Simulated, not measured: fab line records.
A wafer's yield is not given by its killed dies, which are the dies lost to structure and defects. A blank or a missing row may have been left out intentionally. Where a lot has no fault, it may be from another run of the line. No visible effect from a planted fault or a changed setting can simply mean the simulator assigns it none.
Which tool was responsible?    flow nand harc    11 lots with 33 wafers sampled at 5 steps, on a route of 1159 steps

== WHAT EACH GAUGE READ, for each wafer ==
NHARC_END_SORT_01.
lot   measured      on         killed at array
L323  day 20 17:36  prober-01  26 33 28
L326  day 21 02:13  prober-01  25 27 21
L327  day 21 18:13  prober-02  22 20 16
L334  day 23 16:32  prober-02  25 41 38
L339  day 24 14:53  prober-02  52 33 39

== WHAT TOOL EACH LOT RAN ON (gives the tool, then ch and the chambers of the sampled wafers, and finally the start) ==
lot   NHARC_P_GATE_RTA_82               NHARC_P_CONTACT_ETCH_35             NHARC_P_CONTACT_ETCH_36             NHARC_P_CONTACT_CVD_23
L320  rtp anneal-01 ch 0, day 5 20:55   rie diel-11 ch 2,3, day 5 22:51     rie diel-11 ch 0,3, day 5 22:58     cvd w-01 ch 0,1, no start
L321  rtp anneal-02 ch 0, day 5 21:40   rie diel-12 ch 0,3, day 5 23:45     rie diel-12 ch 0,3, day 5 23:54     cvd w-02 ch 0,1, no start
L323  rtp anneal-01 ch 0, day 6 16:38   rie diel-11 ch 0,1,3, day 6 18:44   rie diel-11 ch 0,1,2, day 6 18:50   cvd w-01 ch 0,1, day 20 17:36 or earlier
L325  rtp anneal-01 ch 0, day 7 04:27   rie diel-11 ch 1,3, day 7 06:32     rie diel-11 ch 1,3, day 7 06:37     cvd w-01 ch 0,1, no start
L326  rtp anneal-01 ch 0, day 7 07:05   rie diel-11 ch 0,2,3, day 7 09:10   rie diel-11 ch 1,3, day 7 09:17     cvd w-01 ch 0,1, day 21 02:13 or earlier
L327  rtp anneal-01 ch 0, day 7 13:11   rie diel-11 ch 2,3, day 7 15:08     rie diel-11 ch 0,1,3, day 7 15:17   cvd w-02 ch 1, day 21 18:13 or earlier
L334  rtp anneal-01 ch 0, day 9 10:23   rie diel-01 ch 0,1,3, day 9 12:29   rie diel-01 ch 0,1,3, day 9 12:36   cvd w-01 ch 0,1, day 23 16:32 or earlier
L339  rtp anneal-01 ch 0, day 10 04:19  rie diel-01 ch 0,1, day 10 06:22    rie diel-01 ch 0,1, day 10 06:27    cvd w-02 ch 0,1, day 24 14:53 or earlier
L340  rtp anneal-01 ch 0, day 10 18:19  rie diel-11 ch 2,3, day 10 20:16    rie diel-11 ch 0,3, day 10 20:22    cvd w-02 ch 0,1, no start
L342  rtp anneal-01 ch 0, day 10 22:01  rie diel-11 ch 1,2,3, day 11 00:07  rie diel-11 ch 1,2,3, day 11 00:13  cvd w-01 ch 0,1, no start
L341  rtp anneal-02 ch 0, day 11 00:04  rie diel-11 ch 0,1, day 11 02:07    rie diel-11 ch 2,3, day 11 02:12    cvd w-02 ch 0, no start
- NHARC_P_GATE_RTA_82: time 30 s.
- NHARC_P_CONTACT_ETCH_35: etches the open film in CF4, target depth 39 nm, time 65 s.
- NHARC_P_CONTACT_ETCH_36: etches the open film in N2/H2, target depth 260 nm, time 406.25 s.
- NHARC_P_CONTACT_CVD_23: deposits W, target thk 200 nm, time 557 s.

== THE ANSWER, worked out from the rows above alone ==
Rule: usual is defined by the lots themselves. Put in order of their means at a reading, lots are off if they are a third of the lots or fewer, leave a main group of 4 or more, and stand apart from it by a gap of 3 or more times the standard deviation of the main group's means; of several such gaps the widest counts. Not used: any main group whose means are identical at the precision the tables above print for the reading. A lot without any number at a reading at which 4 lots or more have one is off too. The other lots that the step has rows for count as sound.
No lot is off at any reading shown: from this, nothing can be told.

== WHAT THE SIMULATOR HAD PUT IN ==
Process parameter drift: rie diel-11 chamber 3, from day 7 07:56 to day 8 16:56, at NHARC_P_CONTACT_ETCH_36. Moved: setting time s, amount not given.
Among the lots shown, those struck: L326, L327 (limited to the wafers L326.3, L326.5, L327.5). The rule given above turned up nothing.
